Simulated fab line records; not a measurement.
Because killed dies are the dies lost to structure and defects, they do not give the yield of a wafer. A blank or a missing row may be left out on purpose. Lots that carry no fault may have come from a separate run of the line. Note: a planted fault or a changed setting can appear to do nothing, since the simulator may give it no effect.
Chamber matching -- flow n5-finfet -- rie-diel-03 running N5_BEOL_M11_STRIP_19: 4 sister chambers
The step strips in O2. 24 wafers are shown with their chamber, then 12 later ones without.

== WAFERS WITH THEIR CHAMBER ==
wafer,chamber,drypump-motor-current-A (A),showerhead-plenum-p-Torr (Torr),throttle-valve-pct (%)
L074.2,3,6.0,2.23,16.68
L074.3,0,5.4,2.09,16.84
L074.4,1,6.0,2.00,16.75
L075.1,2,6.2,2.11,16.45
L075.2,1,6.0,1.99,16.75
L075.5,0,5.4,2.09,16.84
L077.3,1,6.0,1.99,16.75
L077.5,0,5.4,2.09,16.84
L077.6,1,6.0,1.99,16.74
L079.1,3,6.1,2.22,16.70
L079.3,0,5.4,2.08,16.87
L079.5,3,6.1,2.22,16.71
L080.2,3,6.0,2.22,16.71
L080.5,0,5.4,2.08,16.86
L080.6,1,6.0,1.99,16.77
L085.2,0,5.4,2.08,16.87
L085.5,0,5.4,2.08,16.90
L085.6,3,6.0,2.22,16.73
L089.1,1,6.0,1.99,16.81
L089.2,3,6.1,2.21,16.74
L089.4,1,6.0,1.98,16.80
L090.1,3,6.0,2.21,16.76
L090.2,0,5.4,2.08,16.87
L090.3,2,6.2,2.10,16.48

SIGNATURES (averages over the wafers above)
reading,chamber 0,chamber 1,chamber 2,chamber 3,scatter within a chamber
drypump-motor-current-A,5.400,6.000,6.200,6.043,0.0293
showerhead-plenum-p-Torr,2.0838,1.9900,2.1050,2.2186,0.00601
throttle-valve-pct,16.8612,16.7671,16.4650,16.7186,0.0249
Rule: a wafer lies at a distance from a chamber equal to the root of the sum of squares, over the readings, of (its reading less the chamber's mean, divided by the reading's scatter). The wafer belongs to the nearest chamber; if the next one is less than 2 further off, it can't be placed. The scatter is the square root of a quotient: the sum, over the shown wafers, of each reading's squared deviation from its chamber's mean, divided by wafers minus chambers.

== WAFERS WITHOUT THEIR CHAMBER ==
wafer,drypump-motor-current-A (A),showerhead-plenum-p-Torr (Torr),throttle-valve-pct (%)
L092.4,6.0,1.98,16.81
L092.5,6.1,2.21,16.78
L092.6,6.2,2.10,16.51
L093.1,6.1,2.21,16.78
L093.4,6.2,2.10,16.52
L093.6,6.0,1.98,16.80
L094.1,6.2,2.10,16.53
L094.2,5.4,2.07,16.92
L094.3,6.0,1.98,16.81
L096.1,5.4,2.07,16.92
L096.3,6.1,2.21,16.79
L096.4,6.2,2.10,16.53

== THE CHAMBER EACH PASSED THROUGH ==
wafer,from the rows above,in truth
L092.4,1,1
L092.5,3,3
L092.6,2,2
L093.1,3,3
L093.4,2,2
L093.6,1,1
L094.1,2,2
L094.2,0,0
L094.3,1,1
L096.1,0,0
L096.3,3,3
L096.4,2,2
12 of 12 placed correctly. Not placeable from these rows: 0. Wrongly placed: 0.
